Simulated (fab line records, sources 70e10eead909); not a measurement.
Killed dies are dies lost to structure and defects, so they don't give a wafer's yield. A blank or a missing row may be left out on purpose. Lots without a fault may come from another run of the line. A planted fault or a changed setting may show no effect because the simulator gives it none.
Chamber matching | flow nand_harc | NHARC_A_WL_FILL_ETCHBACK_26 on rie_si-04: 4 sister chambers
The step etches the open film in HBr, target depth 52 nm, time 13.3 s. 4 wafers are shown with their chamber, then 7 later ones without.

WAFERS WITH THEIR CHAMBER
wafer  | chamber | oes_product_au (a.u.)
L381.5 | 2       | 1.013
L383.2 | 0       | 0.985
L391.2 | 1       | 1.008
L391.5 | 3       | 0.981

WAFERS WITHOUT THEIR CHAMBER
wafer  | oes_product_au (a.u.)
L391.6 | 0.984
L394.1 | 1.027
L394.2 | 0.992
L394.4 | 0.994
L396.3 | 0.989
L396.4 | 1.010
L396.5 | 1.021

WHICH CHAMBER EACH WENT THROUGH
wafer  | from the rows above               | in truth
L391.6 | can't be placed: 0 or 3           | 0
L394.1 | can't be placed: 2 or 1           | 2
L394.2 | can't be placed: 0 or 3 or 1 or 2 | 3
L394.4 | can't be placed: 0 or 3 or 1 or 2 | 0
L396.3 | can't be placed: 0 or 3 or 1      | 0
L396.4 | can't be placed: 1 or 2           | 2
L396.5 | can't be placed: 2 or 1           | 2
Placed correctly: 0 of 7. Can't be placed from these rows: 7 (the true chamber is among the candidates in 7). Placed wrongly: 0.
How it was worked out, from the rows above alone: a wafer's distance from a chamber is the root of the sum, over the readings, of the square of ((its reading less the chamber's mean) divided by the reading's scatter). The wafer belongs to the nearest chamber; if the next one is less than 2 further off, it can't be placed. A chamber's mean is the mean of its shown wafers. The scatter: with one shown wafer a chamber, the root of the mean of the squares of how far each hidden wafer lies from its nearest shown one.
